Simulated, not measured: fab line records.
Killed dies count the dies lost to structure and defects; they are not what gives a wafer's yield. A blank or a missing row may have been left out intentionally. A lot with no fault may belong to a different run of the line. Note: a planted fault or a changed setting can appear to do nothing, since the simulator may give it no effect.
fab line records | flow n5Finfet | part 2 of 2: steps 5 to 6 of 6
record: lots: 22 wafers: 66 lastDay: 18
route steps=1938 shown BEOL_M8@1398 BEOL_M9@1402
lots that met no fault: taken from a fault-free run of the same line
startH: hours from the record's first day to the start of the lot's first wafer shown | waitH: how many hours have passed since the lot's step before this one | " repeats the value in the row above | L1.1+2: one row covering several wafers at once | - no value, or no start given | * or withheld: withheld | < > ~ a bound
route shown NAME@n: a module of which the file shows steps, and the number in the route of the first | usual: mean/standard deviation taken from wafers without a fault | same: alike in all rows | chamber/n: place in a boat | sites: each site's reading | _std_site: standard deviation across them | _edge_site: mean of outer sites minus mean of inner sites | radiusMm: for every site, how far away it sits from the centre of the wafer | mask NAME#n: copy n | behind: the tool/chamber that last shaped the wafer | hold: cause of the lot's hold/its duration in hours/its outcome | device: the n, p or np transistor that did not switch | end of line: tests run on the same wafers once the route is complete | where a step has no rows: the recipe by itself | killed: count of dies lost to structure and defects at first sort (not the wafer's yield) | map: per-die view of a wafer (x killed, . not killed, _ where there is no die)
set.NAME: the setting the step ran with; set.NAME@STEP: the setting that earlier step ran with | model.NAME: the simulator's own value behind a step, which no gauge read
a sample of lots followed through the steps of the route, with each step as a table and each wafer as a row
services: from which hour (startH, from the record's first day; less than 0 if before it) a tool's chamber was out of use, for how many hours, and why
== steps ==
step: N5_BEOL_M9_ETCH_66
recipe: chemistry: N2/H2 target: SOC targetDepthA: 800 overetchA: 160 maskMaterial: SiARC tempC: 40 timeS: 120 ionEnergyEv: 200 pressureMtorr: 30 sourceW: 840 biasW: 150 n2FlowSccm: 200 h2FlowSccm: 200
usual: chamberPressureMTorr: 30.001/0.028 drypumpMotorCurrentA: 5.7/0.4 oesProductAu: 0.62/0.071 rfVppV: 524.0/2.5 showerheadPlenumPTorr: 2.54/0.081 throttleValvePct: 17.76/0.22
columns lot.wafer tool chamber startH waitH chamberPressureMTorr drypumpMotorCurrentA oesProductAu rfHoursCounterH rfVppV showerheadPlenumPTorr throttleValvePct
L075.1 rieDiel-01 2 221.26 0.0 30.018 5.6 0.55 193 524.9 2.54 17.83
L075.2 " 1 " " 29.945 6.4 0.66 46 521.8 2.48 17.58
L075.6 " 1 " " 29.948 6.4 0.67 - 522.1 2.48 17.59
L076.3 rieDiel-06 3 228.16 0.0 30.024 5.5 0.65 52 525.2 2.56 17.51
L076.4 " 1 " " 29.971 5.5 0.76 0 523.2 2.52 17.50
L076.5 " 2 " " 30.040 5.2 0.54 - 526.8 2.64 18.14
L077.2 rieDiel-06 1 230.30 0.0 29.991 5.5 0.75 1 523.0 2.52 17.48
L077.3 " 2 " " 30.007 5.2 0.53 209 526.1 2.64 18.13
L077.6 " 2 " " 29.990 5.2 0.53 - 525.4 2.64 18.12
L079.3 rieDiel-01 1 242.41 0.0 30.002 6.5 0.66 52 522.7 2.47 17.61
L079.4 " 0 " " 29.944 5.4 0.60 101 524.8 2.54 17.90
L079.6 " 1 " " 30.022 6.4 0.66 - 523.5 2.47 17.61
L081.1 rieDiel-06 2 253.52 0.0 29.964 5.2 0.54 217 526.7 2.63 18.15
L081.3 " 0 " " 30.071 5.9 0.70 18 523.5 2.48 17.66
L081.5 " 3 " " 30.005 5.5 0.64 - 525.3 2.56 17.51
L080.1 rieDiel-01 3 255.82 0.0 30.012 5.9 0.62 123 527.3 2.64 17.61
L080.4 " 0 " " 30.007 5.4 0.60 106 525.3 2.54 17.92
L080.5 " 2 " " 29.994 5.6 0.54 - 522.7 2.53 17.82
L083.2 rieDiel-02 2 261.62 0.0 29.993 5.8 0.54 219 527.1 2.63 18.08
L083.3 " 1 " " 29.994 5.2 0.56 189 518.3 2.43 17.64
L083.5 " 0 " " 30.026 5.9 0.73 - 528.8 2.70 17.86
L082.1 rieDiel-02 0 263.10 0.0 29.995 6.0 0.74 4 528.8 2.70 17.86
L082.2 " 2 " " 30.013 5.8 0.54 220 527.8 2.63 18.08
L082.3 " 1 " " 29.956 5.2 0.56 190 521.3 2.43 17.65
L084.1 rieDiel-01 3 280.27 0.0 29.972 5.9 0.61 131 526.2 2.63 17.64
L084.3 " 2 " " 30.019 5.6 0.54 211 523.2 2.53 17.83
L084.6 " 2 " " 30.012 5.6 0.54 - 523.0 2.53 17.86
L085.3 rieDiel-01 0 284.05 0.0 29.994 5.4 0.59 114 525.0 2.54 17.92
L085.4 " 3 " " 30.011 5.9 0.61 132 526.3 2.63 17.64
L085.6 " 0 " " 29.955 5.4 0.59 - 524.0 2.54 17.93
L087.2 rieDiel-06 2 288.39 0.0 30.059 5.2 0.53 228 525.2 2.63 18.16
L087.5 " 1 " " 30.017 5.5 0.71 - 520.6 2.51 17.51
L087.6 " 0 " " 29.942 5.9 0.68 - 521.9 2.47 17.69
L086.1 rieDiel-01 3 288.56 0.0 29.967 5.9 0.61 133 526.0 2.63 17.63
L086.4 " 0 " " 30.005 5.4 0.58 115 524.3 2.54 17.93
L086.5 " 3 " " 29.980 5.9 0.61 - 528.2 2.63 17.64
L088.3 rieDiel-02 3 290.76 0.0 30.002 6.4 0.75 1 523.5 2.48 17.44
L088.4 " 1 " " 29.994 5.2 0.56 200 520.6 2.43 17.66
L088.6 " 2 " " 30.013 5.8 0.54 - 527.6 2.63 18.10
L089.3 rieDiel-02 1 307.63 0.0 29.961 5.2 0.55 205 520.8 2.43 17.66
L089.4 " 0 " " 29.963 5.9 0.69 20 528.4 2.69 17.90
L089.6 " 1 " " 30.029 5.2 0.55 - 520.7 2.42 17.67
L093.1 rieDiel-02 2 316.95 0.0 30.040 5.7 0.53 239 526.9 2.62 18.10
L093.2 " 3 " " 30.031 6.4 0.73 10 522.5 2.48 17.45
L093.5 " 0 " " 29.940 5.9 0.69 - 529.4 2.69 17.91
L090.2 rieDiel-06 2 317.12 0.0 30.035 5.2 0.52 237 526.0 2.62 18.19
L090.4 " 0 " " 30.004 5.9 0.66 38 522.9 2.47 17.69
L090.6 " 2 " " 29.995 5.2 0.52 - 525.5 2.62 18.20
L091.1 rieDiel-06 0 317.97 0.0 30.032 5.9 0.66 38 521.4 2.47 17.69
L091.3 " 2 " " 30.013 5.2 0.52 237 525.7 2.62 18.19
L091.6 " 2 " " 30.016 5.2 0.52 - 526.3 2.62 18.19
L092.2 rieDiel-01 0 328.92 0.0 29.981 5.4 0.57 128 522.9 2.53 17.96
L092.4 " 3 " " 30.006 5.9 0.60 - 528.0 2.63 17.66
L092.6 " 0 " " 30.004 5.4 0.57 - 524.3 2.53 17.96
L096.1 rieDiel-02 2 355.81 0.0 29.957 5.8 0.53 256 526.8 2.62 18.14
L096.2 " 1 " " 30.027 5.2 0.55 226 520.3 2.42 17.68
L096.3 " 0 " " 29.990 6.0 0.67 40 527.9 2.68 17.92
L094.1 rieDiel-06 0 359.86 0.0 30.038 5.9 0.64 52 522.4 2.47 17.72
L094.2 " 1 " " 30.037 5.5 0.69 33 521.4 2.50 17.53
L094.6 " 1 " " 29.994 5.5 0.69 - 520.7 2.50 17.54
L095.1 rieDiel-06 3 363.65 0.0 29.978 5.5 0.60 99 524.5 2.54 17.59
L095.3 " 0 " " 29.988 6.0 0.65 54 521.7 2.46 17.71
L095.5 " 3 " " 29.998 5.5 0.61 - 523.5 2.54 17.58
L097.2 rieDiel-02 3 380.39 0.0 30.066 6.4 0.70 17 521.4 2.48 17.49
L097.4 " 3 " " 30.030 6.4 0.72 - 522.4 2.48 17.49
L097.6 " 1 " " 30.014 5.2 0.55 - 519.0 2.41 17.71
step: N5_BEOL_M9_VIA_ETCH_34
recipe: chemistry: C4F6/O2 target: SiCOH_lowk targetDepthA: 1824 maskMaterial: SOC taperDeg: 4 timeS: 68.4 ionEnergyEv: 250 pressureMtorr: 30 sourceW: 345 biasW: 185 Ar_flow_sccm: 300 C4F6_flow_sccm: 10 O2_flow_sccm: 10
usual: chamberPressureMTorr: 29.996/0.028 drypumpMotorCurrentA: 5.7/0.39 oesProductAu: 0.81/0.096 rfVppV: 662/9.8 showerheadPlenumPTorr: 2.85/0.091 throttleValvePct: 20.87/0.26
columns lot.wafer tool chamber startH waitH chamberPressureMTorr drypumpMotorCurrentA oesProductAu rfHoursCounterH rfVppV showerheadPlenumPTorr throttleValvePct
L075.1 rieDiel-01 2 221.36 0.0 29.971 5.6 0.72 193 660 2.84 20.75
L075.2 " 1 " " 30.026 6.4 0.86 46 672 2.80 20.84
L075.6 " 1 " " 30.019 6.4 0.86 - 673 2.80 20.83
L076.3 rieDiel-06 3 228.26 0.0 29.954 5.5 0.86 52 664 2.89 20.69
L076.4 " 1 " " 29.972 5.5 1.00 0 673 2.81 20.53
L076.5 " 2 " " 30.029 5.2 0.71 - 668 2.95 21.28
L077.2 rieDiel-06 1 230.40 0.0 29.973 5.5 0.99 1 674 2.81 20.53
L077.3 " 2 " " 30.039 5.2 0.70 209 670 2.95 21.27
L077.6 " 2 " " 30.007 5.2 0.70 - 667 2.95 21.26
L079.3 rieDiel-01 1 242.51 0.0 29.995 6.5 0.86 52 672 2.80 20.85
L079.4 " 0 " " 29.991 5.4 0.79 102 669 2.87 21.18
L079.6 " 1 " " 30.031 6.4 0.85 - 672 2.79 20.85
L081.1 rieDiel-06 2 253.62 0.0 29.990 5.2 0.70 217 668 2.95 21.29
L081.3 " 0 " " 30.006 5.9 0.90 18 655 2.78 20.67
L081.5 " 3 " " 29.936 5.5 0.85 - 665 2.89 20.70
L080.1 rieDiel-01 3 255.92 0.0 30.010 5.9 0.80 123 660 2.96 20.80
L080.4 " 0 " " 30.027 5.4 0.77 106 671 2.87 21.19
L080.5 " 2 " " 30.023 5.6 0.70 - 659 2.83 20.74
L083.2 rieDiel-02 2 261.72 0.0 30.047 5.7 0.70 219 655 2.90 20.91
L083.3 " 1 " " 29.916 5.2 0.73 189 645 2.72 20.59
L083.5 " 0 " " 30.026 5.9 0.97 - 678 3.05 21.24
L082.1 rieDiel-02 0 263.20 0.0 29.939 5.9 0.97 4 679 3.05 21.24
L082.2 " 2 " " 30.013 5.8 0.70 220 657 2.90 20.92
L082.3 " 1 " " 30.019 5.2 0.73 190 647 2.72 20.61
L084.1 rieDiel-01 3 280.37 0.0 30.018 5.9 0.79 131 660 2.96 20.78
L084.3 " 2 " " 30.003 5.6 0.70 211 658 2.83 20.74
L084.6 " 2 " " 29.985 5.6 0.70 - 659 2.83 20.74
L085.3 rieDiel-01 0 284.15 0.0 29.961 5.4 0.78 114 669 2.86 21.20
L085.4 " 3 " " 30.008 5.9 0.79 132 658 2.96 20.79
L085.6 " 0 " " 30.025 5.4 0.77 - 668 2.86 21.22
L087.2 rieDiel-06 2 288.50 0.0 29.992 5.2 0.69 228 669 2.95 21.29
L087.5 " 1 " " 29.990 5.5 0.95 - 672 2.80 20.55
L087.6 " 0 " " 30.012 5.9 0.89 - 654 2.78 20.71
L086.1 rieDiel-01 3 288.66 0.0 30.026 5.9 0.78 133 660 2.95 20.80
L086.4 " 0 " " 29.956 5.4 0.77 115 670 2.86 21.21
L086.5 " 3 " " 29.994 5.9 0.79 - 657 2.96 20.80
L088.3 rieDiel-02 3 290.86 0.0 29.983 6.4 0.96 1 649 2.79 20.61
L088.4 " 1 " " 30.010 5.2 0.72 200 645 2.71 20.61
L088.6 " 2 " " 30.019 5.8 0.69 - 656 2.90 20.92
L089.3 rieDiel-02 1 307.73 0.0 30.001 5.2 0.72 205 644 2.71 20.64
L089.4 " 0 " " 30.045 5.9 0.93 20 678 3.04 21.26
L089.6 " 1 " " 29.984 5.2 0.72 - 646 2.71 20.62
L093.1 rieDiel-02 2 317.05 0.0 29.992 5.8 0.68 239 657 2.89 20.95
L093.2 " 3 " " 30.020 6.4 0.93 10 646 2.79 20.63
L093.5 " 0 " " 29.981 5.9 0.92 - 678 3.04 21.27
L090.2 rieDiel-06 2 317.22 0.0 29.993 5.2 0.68 237 667 2.94 21.33
L090.4 " 0 " " 29.974 5.9 0.87 38 655 2.78 20.72
L090.6 " 2 " " 30.004 5.2 0.68 - 667 2.94 21.31
L091.1 rieDiel-06 0 318.07 0.0 29.951 6.0 0.87 39 654 2.78 20.73
L091.3 " 2 " " 30.002 5.2 0.69 237 667 2.94 21.31
L091.6 " 2 " " 30.032 5.2 0.69 - 668 2.94 21.30
L092.2 rieDiel-01 0 329.02 0.0 29.982 5.4 0.76 128 669 2.86 21.23
L092.4 " 3 " " 29.999 5.9 0.78 - 660 2.95 20.82
L092.6 " 0 " " 29.996 5.4 0.76 - 670 2.86 21.23
L096.1 rieDiel-02 2 355.91 0.0 29.963 5.8 0.68 256 656 2.89 20.97
L096.2 " 1 " " 30.009 5.2 0.70 226 645 2.70 20.64
L096.3 " 0 " " 30.001 5.9 0.89 40 677 3.03 21.30
L094.1 rieDiel-06 0 359.96 0.0 29.992 5.9 0.86 52 653 2.77 20.73
L094.2 " 1 " " 29.982 5.5 0.90 33 672 2.80 20.58
L094.6 " 1 " " 30.040 5.5 0.91 - 674 2.79 20.59
L095.1 rieDiel-06 3 363.75 0.0 29.979 5.5 0.80 99 664 2.87 20.75
L095.3 " 0 " " 30.019 5.9 0.85 54 655 2.77 20.74
L095.5 " 3 " " 29.955 5.5 0.80 - 665 2.87 20.76
L097.2 rieDiel-02 3 380.54 0.0 29.985 6.4 0.90 17 647 2.79 20.65
L097.4 " 3 " " 30.003 6.4 0.91 - 647 2.79 20.65
L097.6 " 1 " " 30.042 5.2 0.70 - 644 2.70 20.67
== services ==
columns tool chamber startH hours kind
uvCure-02 - 201.66 0.3 repair
pecvd-02 2 202.45 4.4 repair
pecvd-02 2 210.16 5.3 repair
pecvd-01 - 218.27 14.1 repair
pecvd-03 1 236.93 4.2 repair
uvCure-02 - 237.23 1.8 repair
pecvd-01 - 249.84 0.6 repair
rieDiel-06 1 250.77 15.2 repair
pecvd-01 - 269.73 1.0 repair
uvCure-03 - 297.92 0.4 repair
uvCure-02 - 305.07 1.0 pm
rieDiel-01 1 306.06 3.2 repair
rieDiel-01 2 317.52 13.2 repair
rieDiel-06 1 324.83 6.5 repair
rieDiel-06 0 329.54 6.8 repair
rieDiel-01 - 331.02 28.1 pm
uvCure-02 - 331.64 1.4 repair
rieDiel-02 3 337.71 39.6 repair
rieDiel-06 1 347.24 8.0 repair
pecvd-01 - 357.40 1.4 repair
rieDiel-01 1 364.05 3.9 repair
rieDiel-02 2 370.56 11.4 repair
rieDiel-02 0 374.23 10.2 repair
rieDiel-01 3 376.43 7.4 repair
